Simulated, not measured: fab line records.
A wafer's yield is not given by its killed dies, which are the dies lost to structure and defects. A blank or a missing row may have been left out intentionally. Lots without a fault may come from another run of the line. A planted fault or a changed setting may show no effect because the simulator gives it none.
Comparing a struck lot with a sound one	flow nand_harc	14 steps out of a route of 1302
Sound: wafers L313.2, L313.3, L313.5. Struck: wafers L304.1, L304.3, L304.6. The cause is named last.
Each step with rows lists, per side, the tool, then ch with its chambers, then its first start. Under that, the readings that differ: sound wafers	struck wafers	difference of the means	sigmas: that difference in standard deviations of wafers without a fault.
alike: same words and numbers on both sides, and readings whose means sit less than 2 such deviations apart. not compared: any withheld reading, any reading some wafer has no value for, any bound like >300 that may hide the same value, and any number with overlapping values for which the record gives no deviation.
A row with sigmas, a row that says differs or no value, or rows on one side alone: a step with any of these is where the two part. Non-overlapping numbers with no deviation appear without sigmas and do not part them. A reading that every wafer of one side lacks parts them only if that side has two wafers or more.

first, 6 steps without rows for these wafers: NHARC_A_STAIRCASE_SOFTBAKE_305 (time 170 s); NHARC_A_STAIRCASE_EBR_306; NHARC_A_STAIRCASE_EXPOSE_307 (exposes mask CHOP 50); NHARC_A_STAIRCASE_PEB_308 (peb time 130 s); NHARC_A_STAIRCASE_DEVELOP_309 (time 140 s); NHARC_A_STAIRCASE_HARDBAKE_311 (time 140 s).
NHARC_A_STAIRCASE_DESCUM_312: chemistry O2, time 3 s.
  sound on rie_diel-05 ch 1,2,3, day 22 15:19; struck on rie_diel-05 ch 0,3, day 19 04:59
  alike: drypump_motor_current_A, oes_product_au, rf_vpp_V, showerhead_plenum_p_Torr, throttle_valve_pct
  not compared: rf_hours_counter_h
NHARC_A_STAIRCASE_ETCH_313: etches the open film in CF4/CHF3.
  sound on rie_diel-05 ch 1,2, day 22 15:23; struck on rie_diel-05 ch 1,2,3, day 19 05:05
  alike: bias_w, cf4_flow_sccm, drypump_motor_current_A, oes_product_au, rf_vpp_V, showerhead_plenum_p_Torr, throttle_valve_pct
  not compared: rf_hours_counter_h
NHARC_A_STAIRCASE_HM_OPEN_463: chemistry O2/COS.
  sound on rie_diel-05 ch 2,3; struck on rie_diel-05 ch 0,2
  alike: bias_w, drypump_motor_current_A, oes_product_au, rf_vpp_V, showerhead_plenum_p_Torr, throttle_valve_pct
  not compared: rf_hours_counter_h
then, 1 step without rows for these wafers: NHARC_A_STAIRCASE_STRIP_464 (strips in O2/COS).
NHARC_A_STAIRCASE_ETCH_453: etches the open film in CF4/O2, target depth 30 nm, overetch 3 nm, time 16.5 s.
  sound on rie_diel-05 ch 0,1; struck on rie_diel-05 ch 0,1,3
  alike: bias_w, cf4_flow_sccm, drypump_motor_current_A, oes_f_703_au, oes_product_au, rf_vpp_V, showerhead_plenum_p_Torr, throttle_valve_pct
  not compared: rf_hours_counter_h
NHARC_A_STAIRCASE_ETCH_315: etches the open film in C4F8/O2/Ar, target depth 2500 nm, time 607.1 s.
  sound on rie_diel-05 ch 0,2, day 22 16:58; struck on rie_diel-05 ch 0,1,2, day 19 05:44
  no value came back on the struck wafers for bias_w (W), chamber_pressure_mTorr (mTorr), oes_product_au (a.u.), rf_vpp_V (V); on the sound wafers bias_w (W) reads 3005 3001 3005
  not compared: rf_hours_counter_h
NHARC_A_STAIRCASE_STRIP_316: strips in O2.
  sound on rie_diel-05 ch 0,1,3; struck on rie_diel-05 ch 1,3
  alike: drypump_motor_current_A, oes_product_au, rf_vpp_V, showerhead_plenum_p_Torr, throttle_valve_pct
  not compared: rf_hours_counter_h
-- jump in the record: it breaks off in module A_STAIRCASE and resumes in module END (first step shown: number 1302 of the route), and 7 days separate the struck wafers' starts before and after --
NHARC_END_SORT_01:
  sound on prober-01 ch 0, day 30 02:47; struck on prober-01 ch 0, day 26 16:25
reading	sound	struck	difference	sigmas
hold	- - -	await_dispo/3.0h/scrap await_dispo/3.0h/scrap await_dispo/3.0h/scrap	no value on the sound wafers	
killed_at_array	84 69 74	669 671 669	+594	+35
killed_dies	87 72 75	677 677 677	+599	+35
  alike: killed_at_other, killed_at_periphery, killed_open, killed_short

== WHERE THEY PART ==
Last at NHARC_END_SORT_01 as far as this record goes, first at NHARC_A_STAIRCASE_ETCH_315.

WHY: the cause the simulator had injected
Step skipped in full: rie_diel-05, at NHARC_A_STAIRCASE_ETCH_315, from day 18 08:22 onward. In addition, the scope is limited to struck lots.
